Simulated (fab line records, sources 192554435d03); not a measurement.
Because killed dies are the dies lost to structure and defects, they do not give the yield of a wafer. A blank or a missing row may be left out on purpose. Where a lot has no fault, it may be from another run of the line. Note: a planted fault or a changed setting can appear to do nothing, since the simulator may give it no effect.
Chamber matching	flow n5_finfet	N5_BEOL_M15_VIA_ETCH_16 on rie_diel-03: 4 sister chambers
The step etches SiO2 in C4F8/O2/Ar, target depth 1792.2 nm. 16 wafers are shown with their chamber, then 8 later ones without.

EACH WAFER AND ITS CHAMBER
wafer	chamber	rf_vpp_V (V)	drypump_motor_current_A (A)	showerhead_plenum_p_Torr (Torr)
L076.4	2	2217	4.8	3.39
L076.5	3	2193	5.1	3.46
L076.6	2	2217	4.8	3.38
L082.2	0	2256	5.3	3.52
L082.3	2	2218	4.8	3.38
L082.6	2	2216	4.8	3.38
L081.2	1	2210	5.2	3.54
L081.4	3	2191	5.1	3.46
L081.6	0	2256	5.3	3.52
L088.1	1	2210	5.2	3.53
L088.2	2	2216	4.8	3.38
L088.3	0	2257	5.4	3.52
L093.1	3	2191	5.1	3.45
L093.4	2	2215	4.8	3.37
L093.6	1	2208	5.2	3.53
L094.1	2	2216	4.8	3.37

SIGNATURES (averages over the wafers above)
reading	chamber 0	chamber 1	chamber 2	chamber 3	scatter within a chamber
rf_vpp_V	2256.33	2209.33	2216.43	2191.67	0.988
drypump_motor_current_A	5.333	5.200	4.800	5.100	0.0236
showerhead_plenum_p_Torr	3.5200	3.5333	3.3786	3.4567	0.00591
Rule: a wafer lies at a distance from a chamber equal to the root of the sum of squares, over the readings, of (its reading less the chamber's mean, divided by the reading's scatter). If the next closest chamber is less than 2 further off than the closest, the wafer can't be placed; otherwise it belongs to the closest. The scatter: the root of (the sum of the squares of (reading less its chamber's mean) over the shown wafers, divided by (wafers less chambers)).

WAFERS MISSING THEIR CHAMBER
wafer	rf_vpp_V (V)	drypump_motor_current_A (A)	showerhead_plenum_p_Torr (Torr)
L094.2	2191	5.1	3.44
L094.3	2255	5.4	3.51
L095.2	2208	5.2	3.52
L095.3	2214	4.8	3.36
L095.6	2216	4.8	3.37
L096.1	2188	5.1	3.44
L096.3	2214	4.8	3.36
L096.5	2188	5.1	3.44

CHAMBER TAKEN BY EACH
wafer	from the rows above	in truth
L094.2	3	3
L094.3	0	0
L095.2	1	1
L095.3	2	2
L095.6	2	2
L096.1	3	3
L096.3	2	2
L096.5	3	3
Correct placement for 8 of the 8. Not placeable from these rows: 0. Number placed wrongly: 0.
